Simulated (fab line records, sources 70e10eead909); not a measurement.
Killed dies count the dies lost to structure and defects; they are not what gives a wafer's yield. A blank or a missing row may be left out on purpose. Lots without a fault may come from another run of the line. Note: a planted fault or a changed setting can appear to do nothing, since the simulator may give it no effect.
Chamber matching ; flow nandHarc ; NHARC_A_CONTACT_DEP_85 on pecvd-03 has 3 sister chambers
The step deposits SiON, target thk 60 nm. 6 wafers are shown with their chamber, then 9 later ones without.

WAFERS PAIRED WITH THEIR CHAMBERS
wafer;chamber;heaterPowerW (W)
L083.5;2;673
L085.1;2;751
L085.6;1;686
L087.3;0;725
L087.4;1;675
L087.6;0;721

WAFERS WITHOUT THEIR CHAMBER
wafer;heaterPowerW (W)
L091.1;727
L091.2;742
L091.3;740
L092.4;616
L092.5;670
L092.6;684
L097.2;743
L097.3;584
L097.5;753

WHICH CHAMBER EACH WENT THROUGH
wafer;from the rows above;in truth
L091.1;can't be placed: 0 or 2 or 1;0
L091.2;can't be placed: 0 or 2 or 1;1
L091.3;can't be placed: 0 or 2 or 1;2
L092.4;can't be placed: 1 or 2 or 0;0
L092.5;can't be placed: 1 or 2 or 0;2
L092.6;can't be placed: 1 or 2 or 0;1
L097.2;can't be placed: 0 or 2 or 1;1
L097.3;can't be placed: 1 or 2 or 0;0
L097.5;can't be placed: 0 or 2 or 1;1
Placed correctly: 0 of 9. From these rows, 9 cannot be placed; in 9 the true chamber is one of the candidates. 0 placed wrongly.
How it was worked out, from the rows above alone: a wafer's distance from a chamber is the root of the sum, over the readings, of the square of ((its reading less the chamber's mean) divided by the reading's scatter). The wafer belongs to the nearest chamber; if the next one is less than 2 further off, it can't be placed. Each chamber's mean is taken over the wafers shown for it. The scatter: the root of (the sum of the squares of (reading less its chamber's mean) over the shown wafers, divided by (wafers less chambers)).
